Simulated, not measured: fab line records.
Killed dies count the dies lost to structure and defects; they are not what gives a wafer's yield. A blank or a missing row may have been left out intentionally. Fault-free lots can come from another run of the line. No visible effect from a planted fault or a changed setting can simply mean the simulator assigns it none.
Matching of chambers | flow n5 finfet | N5_BEOL_M8_ALD_77 on ald metal-03 has 4 sister chambers
The step deposits TaN, target thk 2 nm, pulse time 2 s, purge time 3 s. 14 wafers are shown with their chamber, then 7 later ones without.

WAFERS PAIRED WITH THEIR CHAMBERS
wafer  | chamber | heater power outer w (W) | heater power w (W)
L075.1 | 1       | 219                      | 413
L075.3 | 0       | 197                      | 366
L075.4 | 2       | 229                      | 401
L076.1 | 2       | 228                      | 397
L076.3 | 1       | 219                      | 388
L076.6 | 0       | 202                      | 371
L077.1 | 1       | 224                      | 408
L077.3 | 2       | 236                      | 398
L077.6 | 3       | 231                      | 412
L080.2 | 3       | 228                      | 412
L080.4 | 0       | 199                      | 363
L080.5 | 0       | 203                      | 367
L082.1 | 3       | 224                      | 401
L082.3 | 1       | 220                      | 414

SIGNATURES (averages over the wafers above)
reading              | chamber 0 | chamber 1 | chamber 2 | chamber 3 | scatter within a chamber
heater power outer w | 200.25    | 220.50    | 231.00    | 227.67    | 3.2
heater power w       | 366.75    | 405.75    | 398.67    | 408.33    | 7.5
Rule: for each reading, subtract the chamber's mean from the wafer's reading, divide by that reading's scatter and square the result; add these up over the readings and take the root, which gives the wafer's distance from the chamber. If the next closest chamber is less than 2 further off than the closest, the wafer can't be placed; otherwise it belongs to the closest. The scatter: take each reading less its chamber's mean, square it, sum over the shown wafers, divide by the number of wafers less the number of chambers, and take the root.

WAFERS WITH NO CHAMBER GIVEN
wafer  | heater power outer w (W) | heater power w (W)
L082.5 | 235                      | 409
L088.1 | 220                      | 407
L088.4 | 219                      | 418
L088.5 | 204                      | 368
L093.3 | 217                      | 400
L093.4 | 199                      | 375
L093.6 | 236                      | 414

WHICH CHAMBER EACH ONE RAN IN
wafer  | from the rows above     | in truth
L082.5 | can't be placed: 2 or 3 | 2
L088.1 | 1                       | 1
L088.4 | can't be placed: 1 or 3 | 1
L088.5 | 0                       | 0
L093.3 | 1                       | 1
L093.4 | 0                       | 0
L093.6 | can't be placed: 2 or 3 | 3
Correct placement for 4 of the 7. Unplaceable from these rows: 3, with the true chamber sitting among the candidates in 3. Number placed wrongly: 0.
